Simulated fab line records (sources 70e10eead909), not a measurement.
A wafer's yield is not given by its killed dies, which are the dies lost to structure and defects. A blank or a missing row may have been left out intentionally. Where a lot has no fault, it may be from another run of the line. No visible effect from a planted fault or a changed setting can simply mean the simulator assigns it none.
Check of tool commonality || flow nand_harc || 38 wafers sampled across 13 lots

## REASON FOR OPENING
On 1 of the 13 lots, a flag is raised at NHARC_A_CHANNEL_FILL_D1_INSPECT_13 on the reading raw_defect_count. No-fault wafers: 344, standard deviation 160.
Rule: a lot is flagged in two cases, either no wafer of it has a number, or all its wafers with numbers fall more than 4 standard deviations from that mean. The rest of the lots are taken to be sound.

{"lot": "L366", "measured": "day 10 18:43", "on": "defect_inspect-01", "raw_defect_count, wafer by wafer": "256 250 312", "flag": ""}
{"lot": "L368", "measured": "day 10 18:44", "on": "defect_inspect-02", "raw_defect_count, wafer by wafer": "330 408 371", "flag": ""}
{"lot": "L367", "measured": "day 10 18:53", "on": "defect_inspect-02", "raw_defect_count, wafer by wafer": "586 312 576", "flag": ""}
{"lot": "L374", "measured": "day 12 18:01", "on": "defect_inspect-02", "raw_defect_count, wafer by wafer": "1131 1130", "flag": "FLAGGED"}
{"lot": "L380", "measured": "day 14 00:19", "on": "defect_inspect-01", "raw_defect_count, wafer by wafer": "255 216 318", "flag": ""}
{"lot": "L381", "measured": "day 14 15:29", "on": "defect_inspect-02", "raw_defect_count, wafer by wafer": "309 178 231", "flag": ""}
{"lot": "L379", "measured": "day 14 15:39", "on": "defect_inspect-01", "raw_defect_count, wafer by wafer": "332 506 276", "flag": ""}
{"lot": "L385", "measured": "day 15 06:50", "on": "defect_inspect-02", "raw_defect_count, wafer by wafer": "517 296 491", "flag": ""}
{"lot": "L384", "measured": "day 15 06:59", "on": "defect_inspect-01", "raw_defect_count, wafer by wafer": "208 166 179", "flag": ""}
{"lot": "L387", "measured": "day 15 10:44", "on": "defect_inspect-02", "raw_defect_count, wafer by wafer": "689 430 328", "flag": ""}
{"lot": "L386", "measured": "day 15 10:54", "on": "defect_inspect-01", "raw_defect_count, wafer by wafer": "208 204 166", "flag": ""}
{"lot": "L388", "measured": "day 16 10:39", "on": "defect_inspect-01", "raw_defect_count, wafer by wafer": "256 631 138", "flag": ""}
{"lot": "L389", "measured": "day 16 19:31", "on": "defect_inspect-01", "raw_defect_count, wafer by wafer": "218 314 370", "flag": ""}
The numbers of the flagged lots are 1130 on average: +786 against the usual, or +5 standard deviations.

## WHICH TOOL EACH LOT WENT THROUGH
The record holds 4 process steps before the reading, out of a route of 1159 steps. In each cell: the tool, then ch and the chambers that the sampled wafers went through, then the start.
{"lot": "L366", "flag": "", "NHARC_A_CHANNEL_FILL_D1_ALD_14": "ald_hk-02 ch 1,2,3, day 9 01:46", "NHARC_A_CHANNEL_FILL_D1_ETCHBACK_20": "rie_diel-13 ch 0,2,3, day 9 18:47", "NHARC_A_CHANNEL_FILL_D1_ALD_25": "ald_hk-01 ch 1,2, day 10 06:38", "NHARC_A_CHANNEL_FILL_D1_CMP_10": "cmp-03 ch 1,2,3, day 10 18:08"}
{"lot": "L368", "flag": "", "NHARC_A_CHANNEL_FILL_D1_ALD_14": "ald_hk-02 ch 0,3, day 9 02:51", "NHARC_A_CHANNEL_FILL_D1_ETCHBACK_20": "rie_diel-09 ch 0,1,2, day 9 18:46", "NHARC_A_CHANNEL_FILL_D1_ALD_25": "ald_hk-04 ch 0,1,2, day 10 07:23", "NHARC_A_CHANNEL_FILL_D1_CMP_10": "cmp-01 ch 1,3, day 10 18:08"}
{"lot": "L367", "flag": "", "NHARC_A_CHANNEL_FILL_D1_ALD_14": "ald_hk-02 ch 1,2,3, day 9 03:11", "NHARC_A_CHANNEL_FILL_D1_ETCHBACK_20": "rie_diel-10 ch 2,3, day 9 18:46", "NHARC_A_CHANNEL_FILL_D1_ALD_25": "ald_hk-02 ch 0,1, day 10 06:40", "NHARC_A_CHANNEL_FILL_D1_CMP_10": "cmp-04 ch 0,1,2, day 10 18:09"}
{"lot": "L374", "flag": "FLAGGED", "NHARC_A_CHANNEL_FILL_D1_ALD_14": "ald_hk-04 ch 2, day 11 00:41", "NHARC_A_CHANNEL_FILL_D1_ETCHBACK_20": "rie_diel-13 ch 0, day 11 18:26", "NHARC_A_CHANNEL_FILL_D1_ALD_25": "ald_hk-04 ch 1, day 12 06:38", "NHARC_A_CHANNEL_FILL_D1_CMP_10": "cmp-04 ch 1, day 12 17:25"}
{"lot": "L380", "flag": "", "NHARC_A_CHANNEL_FILL_D1_ALD_14": "ald_hk-01 ch 2,3, day 12 06:22", "NHARC_A_CHANNEL_FILL_D1_ETCHBACK_20": "rie_diel-13 ch 0,3, day 13 00:47", "NHARC_A_CHANNEL_FILL_D1_ALD_25": "ald_hk-02 ch 0,1, day 13 12:17", "NHARC_A_CHANNEL_FILL_D1_CMP_10": "cmp-03 ch 0,1,3, day 13 23:46"}
{"lot": "L381", "flag": "", "NHARC_A_CHANNEL_FILL_D1_ALD_14": "ald_hk-04 ch 0,1,3, day 12 20:58", "NHARC_A_CHANNEL_FILL_D1_ETCHBACK_20": "rie_diel-10 ch 0,1,3, day 13 14:06", "NHARC_A_CHANNEL_FILL_D1_ALD_25": "ald_hk-01 ch 1,3, day 14 04:05", "NHARC_A_CHANNEL_FILL_D1_CMP_10": "cmp-01 ch 0,1,2, day 14 14:53"}
{"lot": "L379", "flag": "", "NHARC_A_CHANNEL_FILL_D1_ALD_14": "ald_hk-04 ch 0,1,2, day 13 01:13", "NHARC_A_CHANNEL_FILL_D1_ETCHBACK_20": "rie_diel-10 ch 0,1,3, day 13 18:22", "NHARC_A_CHANNEL_FILL_D1_ALD_25": "ald_hk-02 ch 0,2,3, day 14 05:43", "NHARC_A_CHANNEL_FILL_D1_CMP_10": "cmp-03 ch 1,2,3, day 14 14:58"}
{"lot": "L385", "flag": "", "NHARC_A_CHANNEL_FILL_D1_ALD_14": "ald_hk-01 ch 0,1,2, day 13 13:44", "NHARC_A_CHANNEL_FILL_D1_ETCHBACK_20": "rie_diel-13 ch 0,3, day 14 06:50", "NHARC_A_CHANNEL_FILL_D1_ALD_25": "ald_hk-01 ch 0,1, day 14 19:18", "NHARC_A_CHANNEL_FILL_D1_CMP_10": "cmp-03 ch 0,1,2, day 15 06:11"}
{"lot": "L384", "flag": "", "NHARC_A_CHANNEL_FILL_D1_ALD_14": "ald_hk-01 ch 0,1,2, day 13 13:29", "NHARC_A_CHANNEL_FILL_D1_ETCHBACK_20": "rie_diel-10 ch 0,2,3, day 14 06:51", "NHARC_A_CHANNEL_FILL_D1_ALD_25": "ald_hk-04 ch 0,1,2, day 14 18:41", "NHARC_A_CHANNEL_FILL_D1_CMP_10": "cmp-04 ch 1,2,3, day 15 06:10"}
{"lot": "L387", "flag": "", "NHARC_A_CHANNEL_FILL_D1_ALD_14": "ald_hk-01 ch 0,1,3, day 13 17:40", "NHARC_A_CHANNEL_FILL_D1_ETCHBACK_20": "rie_diel-13 ch 0,2,3, day 14 10:42", "NHARC_A_CHANNEL_FILL_D1_ALD_25": "ald_hk-01 ch 0,3, day 14 23:29", "NHARC_A_CHANNEL_FILL_D1_CMP_10": "cmp-03 ch 2,3, day 15 10:08"}
{"lot": "L386", "flag": "", "NHARC_A_CHANNEL_FILL_D1_ALD_14": "ald_hk-01 ch 2,3, day 13 17:49", "NHARC_A_CHANNEL_FILL_D1_ETCHBACK_20": "rie_diel-10 ch 0,3, day 14 10:41", "NHARC_A_CHANNEL_FILL_D1_ALD_25": "ald_hk-04 ch 0,3, day 14 22:37", "NHARC_A_CHANNEL_FILL_D1_CMP_10": "cmp-01 ch 1,2, day 15 10:08"}
{"lot": "L388", "flag": "", "NHARC_A_CHANNEL_FILL_D1_ALD_14": "ald_hk-02 ch 0,1,2, day 14 14:13", "NHARC_A_CHANNEL_FILL_D1_ETCHBACK_20": "rie_diel-10 ch 0,1,3, day 15 10:33", "NHARC_A_CHANNEL_FILL_D1_ALD_25": "ald_hk-02 ch 0,1,3, day 15 22:56", "NHARC_A_CHANNEL_FILL_D1_CMP_10": "cmp-01 ch 0,1,2, day 16 10:02"}
{"lot": "L389", "flag": "", "NHARC_A_CHANNEL_FILL_D1_ALD_14": "ald_hk-02 ch 0,2,3, day 15 02:14", "NHARC_A_CHANNEL_FILL_D1_ETCHBACK_20": "rie_diel-13 ch 1,2, day 15 19:20", "NHARC_A_CHANNEL_FILL_D1_ALD_25": "ald_hk-02 ch 0,1,2, day 16 07:07", "NHARC_A_CHANNEL_FILL_D1_CMP_10": "cmp-03 ch 0,1,2, day 16 18:41"}
These steps, and what they do:
- NHARC_A_CHANNEL_FILL_D1_ALD_14: deposits SiO2, target thk 2.5 nm, pulse time 10 s, ald cycles 25.
- NHARC_A_CHANNEL_FILL_D1_ETCHBACK_20: etches the open film in C4F8/O2/Ar, target depth 27 nm, time 13.5 s.
- NHARC_A_CHANNEL_FILL_D1_ALD_25: deposits SiOx, target thk 60 nm, pulse time 10 s, ald cycles 600.
- NHARC_A_CHANNEL_FILL_D1_CMP_10: polishes, target thk 150 nm.
- NHARC_A_CHANNEL_FILL_D1_INSPECT_13

## FLAGGED OVER TOTAL, TOOL BY TOOL (the gauges that took the reading come last)
{"step": "NHARC_A_CHANNEL_FILL_D1_ALD_14", "tool": "ald_hk-01", "lots run": 5, "flagged": 0, "share of the flagged lots": "none", "sound lots run after its first flagged lot": "-"}
{"step": "NHARC_A_CHANNEL_FILL_D1_ALD_14", "tool": "ald_hk-02", "lots run": 5, "flagged": 0, "share of the flagged lots": "none", "sound lots run after its first flagged lot": "-"}
{"step": "NHARC_A_CHANNEL_FILL_D1_ALD_14", "tool": "ald_hk-04", "lots run": 3, "flagged": 1, "share of the flagged lots": "all", "sound lots run after its first flagged lot": "2 (L381,L379)"}
{"step": "NHARC_A_CHANNEL_FILL_D1_ETCHBACK_20", "tool": "rie_diel-09", "lots run": 1, "flagged": 0, "share of the flagged lots": "none", "sound lots run after its first flagged lot": "-"}
{"step": "NHARC_A_CHANNEL_FILL_D1_ETCHBACK_20", "tool": "rie_diel-10", "lots run": 6, "flagged": 0, "share of the flagged lots": "none", "sound lots run after its first flagged lot": "-"}
{"step": "NHARC_A_CHANNEL_FILL_D1_ETCHBACK_20", "tool": "rie_diel-13", "lots run": 6, "flagged": 1, "share of the flagged lots": "all", "sound lots run after its first flagged lot": "4 (L380,L385,L387,L389)"}
{"step": "NHARC_A_CHANNEL_FILL_D1_ALD_25", "tool": "ald_hk-01", "lots run": 4, "flagged": 0, "share of the flagged lots": "none", "sound lots run after its first flagged lot": "-"}
{"step": "NHARC_A_CHANNEL_FILL_D1_ALD_25", "tool": "ald_hk-02", "lots run": 5, "flagged": 0, "share of the flagged lots": "none", "sound lots run after its first flagged lot": "-"}
{"step": "NHARC_A_CHANNEL_FILL_D1_ALD_25", "tool": "ald_hk-04", "lots run": 4, "flagged": 1, "share of the flagged lots": "all", "sound lots run after its first flagged lot": "2 (L384,L386)"}
{"step": "NHARC_A_CHANNEL_FILL_D1_CMP_10", "tool": "cmp-01", "lots run": 4, "flagged": 0, "share of the flagged lots": "none", "sound lots run after its first flagged lot": "-"}
{"step": "NHARC_A_CHANNEL_FILL_D1_CMP_10", "tool": "cmp-03", "lots run": 6, "flagged": 0, "share of the flagged lots": "none", "sound lots run after its first flagged lot": "-"}
{"step": "NHARC_A_CHANNEL_FILL_D1_CMP_10", "tool": "cmp-04", "lots run": 3, "flagged": 1, "share of the flagged lots": "all", "sound lots run after its first flagged lot": "1 (L384)"}
{"step": "NHARC_A_CHANNEL_FILL_D1_INSPECT_13", "tool": "defect_inspect-01", "lots run": 7, "flagged": 0, "share of the flagged lots": "none", "sound lots run after its first flagged lot": "-"}
{"step": "NHARC_A_CHANNEL_FILL_D1_INSPECT_13", "tool": "defect_inspect-02", "lots run": 6, "flagged": 1, "share of the flagged lots": "all", "sound lots run after its first flagged lot": "3 (L381,L385,L387)"}

## WHAT THE TABLE ALLOWS
5 rows of the table ran every flagged lot: ald_hk-04 at NHARC_A_CHANNEL_FILL_D1_ALD_14, rie_diel-13 at NHARC_A_CHANNEL_FILL_D1_ETCHBACK_20, ald_hk-04 at NHARC_A_CHANNEL_FILL_D1_ALD_25, cmp-04 at NHARC_A_CHANNEL_FILL_D1_CMP_10, defect_inspect-02 at NHARC_A_CHANNEL_FILL_D1_INSPECT_13.
- ald_hk-04 at NHARC_A_CHANNEL_FILL_D1_ALD_14: 1 of its 3 lots flagged. Sound lots followed the first flagged one (L381, L379) on it, something a lasting fault affecting the whole tool could not allow.
- rie_diel-13 at NHARC_A_CHANNEL_FILL_D1_ETCHBACK_20: 1 of its 6 lots flagged. Sound lots followed the first flagged one (L380, L385, L387, L389) on it, something a lasting fault affecting the whole tool could not allow.
- ald_hk-04 at NHARC_A_CHANNEL_FILL_D1_ALD_25: 1 of its 4 lots flagged. Sound lots followed the first flagged one (L384, L386) on it, something a lasting fault affecting the whole tool could not allow.
- cmp-04 at NHARC_A_CHANNEL_FILL_D1_CMP_10: 1 of its 3 lots flagged. Sound lots followed the first flagged one (L384) on it, something a lasting fault affecting the whole tool could not allow.
- defect_inspect-02 at NHARC_A_CHANNEL_FILL_D1_INSPECT_13: 1 of its 6 lots flagged. Sound lots followed the first flagged one (L381, L385, L387) on it, something a lasting fault affecting the whole tool could not allow.
No row of the table ran every flagged lot and no sound lot after the first.

## WHAT WAS PUT IN BY THE SIMULATOR
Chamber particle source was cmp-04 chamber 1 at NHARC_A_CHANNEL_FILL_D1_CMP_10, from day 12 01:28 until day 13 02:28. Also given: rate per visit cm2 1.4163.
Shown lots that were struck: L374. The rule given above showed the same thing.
